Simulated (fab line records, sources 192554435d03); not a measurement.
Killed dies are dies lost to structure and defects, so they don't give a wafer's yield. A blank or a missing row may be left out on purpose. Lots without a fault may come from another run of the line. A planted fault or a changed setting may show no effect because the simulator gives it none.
Which tool did it? | flow n5_finfet | 23 lots, 69 wafers sampled, at 6 steps of a route of 1938

WHAT THE GAUGES READ, wafer by wafer
The record holds no reading of a measuring or inspecting step that can be judged against a usual standard deviation.

WHICH TOOL RAN EACH LOT (tool, then ch and the chambers of the sampled wafers, then the start)
lot  | N5_ILD0_CMP_07               | N5_SDB_ETCH_17                    | N5_HKMG_FIN_STRIP_69                 | N5_HKMG_FIN_CMP_23            | N5_GATE_CUT_ETCHBACK_30           | N5_GATE_CUT_HM_OPEN_40
L074 | cmp-02 ch 0,3, day 3 15:08   | rie_diel-01 ch 2,3, day 3 19:16   | plasma_asher-02 ch 0,1, day 4 07:04  | cmp-02 ch 0,3, day 4 07:52    | rie_metal-03 ch 0,1, day 4 08:50  | rie_diel-03 ch 0,2,3, day 4 12:37
L075 | cmp-03 ch 0,1,2, day 3 19:26 | rie_diel-01 ch 0,1,3, day 3 23:31 | plasma_asher-01 ch 0,1, day 4 11:50  | cmp-01 ch 0,1,3, day 4 12:44  | rie_metal-01 ch 0,1, day 4 13:42  | rie_diel-02 ch 0,1,3, day 4 17:22
L076 | cmp-02 ch 0,2, day 4 01:47   | rie_diel-01 ch 0,2,3, day 4 05:56 | plasma_asher-01 ch 0,1, day 4 17:51  | cmp-01 ch 1,2,3, day 4 18:50  | rie_metal-01 ch 0,1, day 4 19:43  | rie_diel-02 ch 1,3, day 4 23:31
L077 | cmp-03 ch 0,3, day 4 10:04   | rie_diel-04 ch 0,2,3, day 4 14:10 | plasma_asher-02 ch 0,1, day 5 02:56  | cmp-02 ch 0,1,3, day 5 04:00  | rie_metal-03 ch 0,1, day 5 04:44  | rie_diel-03 ch 0,1,2, day 5 08:20
L078 | cmp-03 ch 0,2,3, day 4 18:59 | rie_diel-01 ch 2,3, day 4 23:04   | plasma_asher-02 ch 0, day 5 10:50    | cmp-04 ch 0,3, day 5 11:50    | rie_metal-03 ch 0,1, day 5 12:43  | rie_diel-03 ch 0,2,3, day 5 16:28
L079 | cmp-02 ch 0,1,3, day 5 00:49 | rie_diel-05 ch 1,2,3, day 5 05:10 | plasma_asher-01 ch 0,1, day 5 16:52  | cmp-01 ch 1,2,3, day 5 17:46  | rie_metal-02 ch 0,1, day 5 18:44  | rie_diel-06 ch 0,1,2, day 5 22:22
L080 | cmp-03 ch 0,2, day 5 09:45   | rie_diel-01 ch 1,2, day 5 13:52   | plasma_asher-01 ch 0,1, day 6 02:12  | cmp-02 ch 0,2,3, day 6 03:07  | rie_metal-02 ch 0,1, day 6 04:04  | rie_diel-06 ch 0,2,3, day 6 07:58
L081 | cmp-02 ch 0,1,2, day 5 16:55 | rie_diel-04 ch 0,2, day 5 21:05   | plasma_asher-01 ch 0,1, day 6 08:39  | cmp-01 ch 0,1, day 6 09:35    | rie_metal-03 ch 0,1, day 6 10:32  | rie_diel-02 ch 0,1, day 6 14:17
L082 | cmp-02 ch 2,3, day 5 17:37   | rie_diel-04 ch 0,1,2, day 5 21:57 | plasma_asher-02 ch 0,1, day 6 10:59  | cmp-04 ch 0,2,3, day 6 12:04  | rie_metal-03 ch 0,1, day 6 12:52  | rie_diel-03 ch 1,2, day 6 16:37
L083 | cmp-04 ch 0,1,2, day 5 20:45 | rie_diel-01 ch 1,2,3, day 6 00:56 | plasma_asher-02 ch 0,1, day 6 13:23  | cmp-02 ch 0,2,3, day 6 14:18  | rie_metal-02 ch 0,1, day 6 15:15  | rie_diel-02 ch 0,2,3, day 6 19:00
L084 | cmp-02 ch 1,2,3, day 6 02:41 | rie_diel-05 ch 1,2,3, day 6 06:38 | plasma_asher-02 ch 1, day 6 18:14    | cmp-04 ch 1,2, day 6 19:09    | rie_metal-01 ch 0,1, day 6 20:11  | rie_diel-06 ch 1,2, day 7 00:46
L085 | cmp-03 ch 0,1,2, day 6 06:42 | rie_diel-04 ch 1,2,3, day 6 10:51 | plasma_asher-02 ch 0,1, day 6 22:53  | cmp-04 ch 0,2,3, day 6 23:49  | rie_metal-03 ch 0,1, day 7 00:46  | rie_diel-03 ch 0,1,2, day 7 04:23
L086 | cmp-04 ch 1,2,3, day 6 13:39 | rie_diel-01 ch 1,2,3, day 6 17:58 | plasma_asher-02 ch 0,1, day 7 05:35  | cmp-01 ch 1,2, day 7 06:23    | rie_metal-01 ch 0,1, day 7 07:25  | rie_diel-06 ch 0,2,3, day 7 11:04
L087 | cmp-03 ch 1,2, day 6 18:56   | rie_diel-04 ch 1,2,3, day 6 22:57 | plasma_asher-01 ch 0,1, day 7 11:10  | cmp-02 ch 1,2,3, day 7 12:11  | rie_metal-01 ch 0,1, day 7 13:04  | rie_diel-06 ch 1,2, day 7 16:41
L088 | cmp-02 ch 2,3, day 6 23:52   | rie_diel-05 ch 1,2,3, day 7 04:14 | plasma_asher-01 ch 0,1, day 7 16:12  | cmp-01 ch 0,1, day 7 17:05    | rie_metal-02 ch 0,1, day 7 17:58  | rie_diel-03 ch 0,3, day 7 21:42
L089 | cmp-04 ch 0,1,3, day 7 06:07 | rie_diel-05 ch 2,3, day 7 10:07   | plasma_asher-02 ch 0,1, day 7 21:30  | cmp-01 ch 0,1,3, day 7 22:29  | rie_metal-02 ch 0,1, day 7 23:22  | rie_diel-02 ch 0,2,3, day 8 03:11
L090 | cmp-03 ch 1,2,3, day 7 12:01 | rie_diel-01 ch 1,2, day 7 16:14   | plasma_asher-02 ch 0, day 8 03:48    | cmp-04 ch 0,2,3, day 8 04:59  | rie_metal-03 ch 0,1, day 8 05:47  | rie_diel-06 ch 0,1,2, day 8 09:37
L091 | cmp-03 ch 0,1,3, day 7 17:35 | rie_diel-05 ch 0,1,3, day 7 21:47 | plasma_asher-02 ch 0,1, day 8 09:43  | cmp-04 ch 0,1,3, day 8 10:43  | rie_metal-02 ch 0,1, day 8 11:44  | rie_diel-06 ch 0,2,3, day 8 15:53
L093 | cmp-02 ch 0,1,2, day 8 05:25 | rie_diel-04 ch 2,3, day 8 09:27   | plasma_asher-01 ch 0,1, day 8 21:34  | cmp-04 ch 1,2, day 8 22:29    | rie_metal-03 ch 0,1, day 8 23:26  | rie_diel-06 ch 0,1,2, day 9 04:55
L094 | cmp-04 ch 0,2,3, day 8 17:46 | rie_diel-01 ch 0,1,2, day 8 21:58 | plasma_asher-02 ch 0,1, day 9 10:25  | cmp-01 ch 0,2,3, day 9 11:21  | rie_metal-02 ch 1, day 9 12:32    | rie_diel-03 ch 0,2,3, day 9 16:17
L095 | cmp-03 ch 0,2, day 8 20:39   | rie_diel-04 ch 1,2,3, day 9 00:38 | plasma_asher-01 ch 0,1, day 9 12:23  | cmp-04 ch 0,2, day 9 13:19    | rie_metal-01 ch 0,1, day 9 14:17  | rie_diel-06 ch 0,2,3, day 9 18:26
L096 | cmp-04 ch 0,1,2, day 9 00:55 | rie_diel-05 ch 0,1,3, day 9 05:04 | plasma_asher-01 ch 0,1, day 9 17:35  | cmp-01 ch 0,1,3, day 9 18:31  | rie_metal-01 ch 0, day 9 19:41    | rie_diel-02 ch 0,1,3, day 9 23:23
L097 | cmp-02 ch 0,1,3, day 9 08:02 | rie_diel-05 ch 1,2,3, day 9 12:33 | plasma_asher-02 ch 0,1, day 10 00:17 | cmp-02 ch 0,1,3, day 10 01:12 | rie_metal-03 ch 0,1, day 10 02:10 | rie_diel-06 ch 1,2,3, day 10 06:02
- N5_ILD0_CMP_07: polishes SiO2 flowable, stops on poly-Si, t overpolish 1.18 s, target thk 138.88 nm.
- N5_SDB_ETCH_17: etches SiARC in CF4, target depth 23.4 nm, time 39 s.
- N5_HKMG_FIN_STRIP_69: strips in N2/H2, time 360 s.
- N5_HKMG_FIN_CMP_23: polishes, stops on SiNx, t overpolish 10 s, target thk 46.326 nm.
- N5_GATE_CUT_ETCHBACK_30: etches TiN in Cl2/Ar, target depth 3 nm.
- N5_GATE_CUT_HM_OPEN_40: chemistry C4F6/O2, target SiO2, target depth 139 nm, time 85.1 s.

WHAT THE TOOLS THEMSELVES READ (means of the sampled wafers that have a number; where no wafer has one, the mark that the record gives instead)
N5_ILD0_CMP_07. Usual: motor_current_A 12.5 A, standard deviation 1; pad_life_wafers 1245, standard deviation 550.
lot  | tool   | motor_current_A (A) | pad_life_wafers | flag
L074 | cmp-02 | 13.1                | 1538            |
L075 | cmp-03 | 11.3                | 530             |
L076 | cmp-02 | 13.1                | 1616            |
L077 | cmp-03 | 11.9                | 589             |
L078 | cmp-03 | 11.6                | 638             |
L079 | cmp-02 | 13.3                | 1748            |
L080 | cmp-03 | 11.1                | 734             |
L081 | cmp-02 | 13.4                | 1843            |
L082 | cmp-02 | 13.2                | 1849            |
L083 | cmp-04 | 12.6                | 1322            |
L084 | cmp-02 | 13.4                | 1898            |
L085 | cmp-03 | 11.4                | 859             |
L086 | cmp-04 | 12.4                | 1394            |
L087 | cmp-03 | 10.6                | 930             |
L088 | cmp-02 | 12.7                | 2053            |
L089 | cmp-04 | 12.8                | 1490            |
L090 | cmp-03 | 11.8                | 1046            |
L091 | cmp-03 | 12.7                | 1087            |
L093 | cmp-02 | 13.3                | 57              |
L094 | cmp-04 | 12.7                | 1730            |
L095 | cmp-03 | 11.2                | 1286            |
L096 | cmp-04 | 12.6                | 1783            |
L097 | cmp-02 | 13.1                | 247             |

N5_SDB_ETCH_17. Usual: drypump_motor_current_A 5.6 A, standard deviation 0.51; etch_rf_on_time_s 39.3 s, standard deviation 1; oes_product_au 0.67 a.u., standard deviation 0.071; rf_vpp_V 184.0 V, standard deviation 1.2; showerhead_plenum_p_Torr 2.14 Torr, standard deviation 0.049; throttle_valve_pct 15.43 %, standard deviation 0.16.
lot  | tool        | drypump_motor_current_A (A) | etch_rf_on_time_s (s) | oes_product_au (a.u.) | rf_vpp_V (V) | showerhead_plenum_p_Torr (Torr) | throttle_valve_pct (%) | flag
L074 | rie_diel-01 | 5.3                         | 38.3                  | 0.68                  | 182.7        | 2.07                            | 15.40                  |
L075 | rie_diel-01 | 5.4                         | 38.9                  | 0.69                  | 184.5        | 2.16                            | 15.43                  |
L076 | rie_diel-01 | 5.4                         | 39.2                  | 0.67                  | 182.7        | 2.10                            | 15.45                  |
L077 | rie_diel-04 | 5.7                         | 39.1                  | 0.62                  | 183.7        | 2.16                            | 15.40                  |
L078 | rie_diel-01 | 5.4                         | 38.4                  | 0.66                  | 183.7        | 2.07                            | 15.41                  |
L079 | rie_diel-05 | 5.7                         | 39.7                  | 0.67                  | 183.2        | 2.14                            | 15.45                  |
L080 | rie_diel-01 | 5.1                         | 39.0                  | 0.62                  | 182.9        | 2.11                            | 15.51                  |
L081 | rie_diel-04 | 5.2                         | 41.1                  | 0.62                  | 183.5        | 2.14                            | 15.32                  |
L082 | rie_diel-04 | 5.7                         | 39.7                  | 0.68                  | 183.1        | 2.15                            | 15.43                  |
L083 | rie_diel-01 | 5.3                         | 39.0                  | 0.67                  | 184.0        | 2.12                            | 15.40                  |
L084 | rie_diel-05 | 5.7                         | 39.3                  | 0.76                  | 184.0        | 2.13                            | 15.29                  |
L085 | rie_diel-04 | 5.9                         | 39.9                  | 0.68                  | 184.4        | 2.17                            | 15.39                  |
L086 | rie_diel-01 | 5.3                         | 38.7                  | 0.67                  | 183.7        | 2.12                            | 15.41                  |
L087 | rie_diel-04 | 5.9                         | 39.6                  | 0.68                  | 185.3        | 2.17                            | 15.39                  |
L088 | rie_diel-05 | 5.7                         | 39.3                  | 0.74                  | 183.6        | 2.13                            | 15.30                  |
L089 | rie_diel-05 | 5.3                         | 39.3                  | 0.72                  | 183.5        | 2.14                            | 15.33                  |
L090 | rie_diel-01 | 5.2                         | 39.2                  | 0.61                  | 183.3        | 2.11                            | 15.52                  |
L091 | rie_diel-05 | 5.6                         | 40.3                  | 0.74                  | 183.8        | 2.13                            | 15.38                  |
L093 | rie_diel-04 | 5.5                         | 40.7                  | 0.63                  | 184.3        | 2.16                            | 15.30                  |
L094 | rie_diel-01 | 5.3                         | 39.2                  | 0.61                  | 182.8        | 2.13                            | 15.58                  |
L095 | rie_diel-04 | 5.9                         | 39.8                  | 0.66                  | 184.1        | 2.17                            | 15.42                  |
L096 | rie_diel-05 | 5.6                         | 40.1                  | 0.73                  | 184.5        | 2.13                            | 15.39                  |
L097 | rie_diel-05 | 5.7                         | 39.3                  | 0.73                  | 183.1        | 2.13                            | 15.33                  |

N5_HKMG_FIN_STRIP_69. Usual: drypump_motor_current_A 5.61 A, standard deviation 0.2; heater_power_w 443 W, standard deviation 48.
lot  | tool            | drypump_motor_current_A (A) | heater_power_w (W) | flag
L074 | plasma_asher-02 | 5.77                        | 434                |
L075 | plasma_asher-01 | 5.37                        | 429                |
L076 | plasma_asher-01 | 5.45                        | 485                |
L077 | plasma_asher-02 | 5.72                        | 438                |
L078 | plasma_asher-02 | 5.65                        | 444                |
L079 | plasma_asher-01 | 5.39                        | 437                |
L080 | plasma_asher-01 | 5.44                        | 487                |
L081 | plasma_asher-01 | 5.36                        | 434                |
L082 | plasma_asher-02 | 5.73                        | 438                |
L083 | plasma_asher-02 | 5.74                        | 436                |
L084 | plasma_asher-02 | 5.86                        | 429                |
L085 | plasma_asher-02 | 5.71                        | 436                |
L086 | plasma_asher-02 | 5.71                        | 431                |
L087 | plasma_asher-01 | 5.37                        | 429                |
L088 | plasma_asher-01 | 5.44                        | 484                |
L089 | plasma_asher-02 | 5.78                        | 431                |
L090 | plasma_asher-02 | 5.65                        | 436                |
L091 | plasma_asher-02 | 5.78                        | 442                |
L093 | plasma_asher-01 | 5.36                        | 437                |
L094 | plasma_asher-02 | 5.71                        | 434                |
L095 | plasma_asher-01 | 5.37                        | 439                |
L096 | plasma_asher-01 | 5.46                        | 479                |
L097 | plasma_asher-02 | 5.79                        | 430                |

N5_HKMG_FIN_CMP_23. Usual: motor_current_A 12.5 A, standard deviation 1; overpolish_run_s 10.000 s, standard deviation 0.0091; pad_life_wafers 1170, standard deviation 700; time_to_endpoint_s 11.9 s, standard deviation 2.9.
lot  | tool   | motor_current_A (A) | overpolish_run_s (s) | pad_life_wafers | time_to_endpoint_s (s) | flag
L074 | cmp-02 | 12.8                | 9.989                | 1650            | 11.4                   |
L075 | cmp-01 | 13.1                | 9.994                | 2155            | 10.9                   |
L076 | cmp-01 | 12.6                | 9.994                | 8               | 12.2                   |
L077 | cmp-02 | 12.9                | 10.001               | 1779            | 12.9                   |
L078 | cmp-04 | 12.2                | 9.996                | 1274            | 14.4                   |
L079 | cmp-01 | 12.6                | 10.002               | 109             | 12.0                   |
L080 | cmp-02 | 12.8                | 10.000               | 1909            | 11.6                   |
L081 | cmp-01 | 13.0                | 9.996                | 218             | 8.5                    |
L082 | cmp-04 | 12.1                | 10.002               | 1376            | 16.0                   |
L083 | cmp-02 | 12.7                | 10.001               | 1981            | 11.7                   |
L084 | cmp-04 | 12.2                | 9.994                | 1416            | 10.2                   |
L085 | cmp-04 | 12.2                | 10.001               | 1453            | 13.3                   |
L086 | cmp-01 | 11.6                | 10.005               | 344             | 12.3                   |
L087 | cmp-02 | 13.1                | 10.003               | 2132            | 10.1                   |
L088 | cmp-01 | 12.6                | 9.999                | 409             | 11.2                   |
L089 | cmp-01 | 13.2                | 9.996                | 458             | 10.2                   |
L090 | cmp-04 | 12.2                | 10.002               | 1634            | 15.5                   |
L091 | cmp-04 | 12.3                | 10.006               | 1675            | 11.2                   |
L093 | cmp-04 | 12.0                | 10.010               | 1764            | 9.0                    |
L094 | cmp-01 | 12.2                | 10.004               | 715             | 10.3                   |
L095 | cmp-04 | 12.4                | 10.003               | 1873            | 12.4                   |
L096 | cmp-01 | 13.2                | 9.997                | 739             | 11.5                   |
L097 | cmp-02 | 13.2                | 10.001               | 385             | 15.2                   |

N5_GATE_CUT_ETCHBACK_30. Usual: drypump_motor_current_A 5.7 A, standard deviation 0.38; mfc_cl2_sccm 40.00 sccm, standard deviation 0.13; oes_product_au 0.73 a.u., standard deviation 0.086; throttle_valve_pct 20.85 %, standard deviation 0.25.
lot  | tool         | drypump_motor_current_A (A) | mfc_cl2_sccm (sccm) | oes_product_au (a.u.) | throttle_valve_pct (%) | flag
L074 | rie_metal-03 | 5.7                         | 40.04               | 0.80                  | 20.58                  |
L075 | rie_metal-01 | 5.3                         | 39.96               | 0.76                  | 20.82                  |
L076 | rie_metal-01 | 5.3                         | 40.04               | 0.75                  | 20.82                  |
L077 | rie_metal-03 | 5.7                         | 40.01               | 0.80                  | 20.59                  |
L078 | rie_metal-03 | 5.6                         | 40.02               | 0.78                  | 20.68                  |
L079 | rie_metal-02 | 6.1                         | 39.93               | 0.67                  | 21.18                  |
L080 | rie_metal-02 | 6.0                         | 39.94               | 0.65                  | 21.05                  |
L081 | rie_metal-03 | 5.6                         | 40.08               | 0.78                  | 20.68                  |
L082 | rie_metal-03 | 5.7                         | 39.98               | 0.80                  | 20.58                  |
L083 | rie_metal-02 | 6.1                         | 40.05               | 0.67                  | 21.18                  |
L084 | rie_metal-01 | 5.3                         | 39.88               | 0.75                  | 20.81                  |
L085 | rie_metal-03 | 5.7                         | 39.96               | 0.78                  | 20.68                  |
L086 | rie_metal-01 | 5.3                         | 40.02               | 0.75                  | 20.82                  |
L087 | rie_metal-01 | 5.3                         | 40.00               | 0.76                  | 20.81                  |
L088 | rie_metal-02 | 6.0                         | 40.01               | 0.65                  | 21.04                  |
L089 | rie_metal-02 | 6.1                         | 40.18               | 0.65                  | 21.05                  |
L090 | rie_metal-03 | 5.7                         | 39.86               | 0.78                  | 20.68                  |
L091 | rie_metal-02 | 6.0                         | 40.07               | 0.64                  | 21.04                  |
L093 | rie_metal-03 | 5.7                         | 39.97               | 0.77                  | 20.68                  |
L094 | rie_metal-02 | 6.0                         | 40.03               | 0.62                  | 20.91                  |
L095 | rie_metal-01 | 5.6                         | 39.94               | 0.67                  | 20.89                  |
L096 | rie_metal-01 | 5.0                         | 40.07               | 0.81                  | 20.77                  |
L097 | rie_metal-03 | 5.7                         | 39.83               | 0.77                  | 20.69                  |

N5_GATE_CUT_HM_OPEN_40. Usual: drypump_motor_current_A 5.7 A, standard deviation 0.37; etch_rf_on_time_s 92.8 s, standard deviation 3; oes_product_au 0.74 a.u., standard deviation 0.079; rf_vpp_V 661 V, standard deviation 15; showerhead_plenum_p_Torr 2.87 Torr, standard deviation 0.088; throttle_valve_pct 20.83 %, standard deviation 0.27.
lot  | tool        | drypump_motor_current_A (A) | etch_rf_on_time_s (s) | oes_product_au (a.u.) | rf_vpp_V (V) | showerhead_plenum_p_Torr (Torr) | throttle_valve_pct (%) | flag
L074 | rie_diel-03 | 5.9                         | 89.9                  | 0.82                  | 667          | 2.96                            | 20.61                  |
L075 | rie_diel-02 | 5.7                         | 92.5                  | 0.68                  | 668          | 2.85                            | 20.97                  |
L076 | rie_diel-02 | 5.5                         | 91.6                  | 0.71                  | 674          | 2.83                            | 20.78                  |
L077 | rie_diel-03 | 6.1                         | 89.9                  | 0.74                  | 667          | 2.91                            | 20.77                  |
L078 | rie_diel-03 | 5.9                         | 90.5                  | 0.81                  | 667          | 2.95                            | 20.62                  |
L079 | rie_diel-06 | 5.7                         | 94.7                  | 0.72                  | 648          | 2.90                            | 20.72                  |
L080 | rie_diel-06 | 5.6                         | 93.8                  | 0.80                  | 653          | 2.86                            | 20.70                  |
L081 | rie_diel-02 | 5.6                         | 92.4                  | 0.65                  | 658          | 2.82                            | 21.17                  |
L082 | rie_diel-03 | 6.0                         | 90.9                  | 0.75                  | 663          | 2.95                            | 20.83                  |
L083 | rie_diel-02 | 5.8                         | 93.2                  | 0.67                  | 662          | 2.81                            | 21.06                  |
L084 | rie_diel-06 | 5.3                         | 97.1                  | 0.75                  | 644          | 2.93                            | 20.74                  |
L085 | rie_diel-03 | 6.1                         | 90.0                  | 0.73                  | 667          | 2.91                            | 20.77                  |
L086 | rie_diel-06 | 5.6                         | 96.0                  | 0.79                  | 654          | 2.86                            | 20.70                  |
L087 | rie_diel-06 | 5.3                         | 95.1                  | 0.75                  | 644          | 2.93                            | 20.74                  |
L088 | rie_diel-03 | 5.9                         | 88.1                  | 0.78                  | 670          | 2.91                            | 20.58                  |
L089 | rie_diel-02 | 5.8                         | 92.4                  | 0.66                  | 663          | 2.81                            | 21.07                  |
L090 | rie_diel-06 | 5.6                         | 93.5                  | 0.72                  | 648          | 2.90                            | 20.74                  |
L091 | rie_diel-06 | 5.6                         | 94.1                  | 0.78                  | 654          | 2.86                            | 20.70                  |
L093 | rie_diel-06 | 5.6                         | 95.9                  | 0.71                  | 647          | 2.89                            | 20.75                  |
L094 | rie_diel-03 | 5.9                         | 90.8                  | 0.78                  | 667          | 2.95                            | 20.64                  |
L095 | rie_diel-06 | 5.6                         | 93.2                  | 0.78                  | 654          | 2.86                            | 20.72                  |
L096 | rie_diel-02 | 5.7                         | 91.1                  | 0.66                  | 667          | 2.84                            | 21.00                  |
L097 | rie_diel-06 | 5.3                         | 92.8                  | 0.73                  | 658          | 2.87                            | 20.82                  |

THE ANSWER, worked out from the rows above alone
Rule: a lot is off if the mean of its wafers that have a number lies more than 3 standard deviations from the usual mean. A lot without any number at a reading at which 4 lots or more have one is off too. The other lots that the step has rows for count as sound. The gauges are gone through in route order, then the tools' own readings, and for those a lot's mean is taken as printed above. The first step at which some lot is off is used, and at that step the reading that is off furthest; a lot without a number counts as furthest.
No lot is off at any reading shown: from this, nothing can be told.

WHAT THE SIMULATOR HAD PUT IN
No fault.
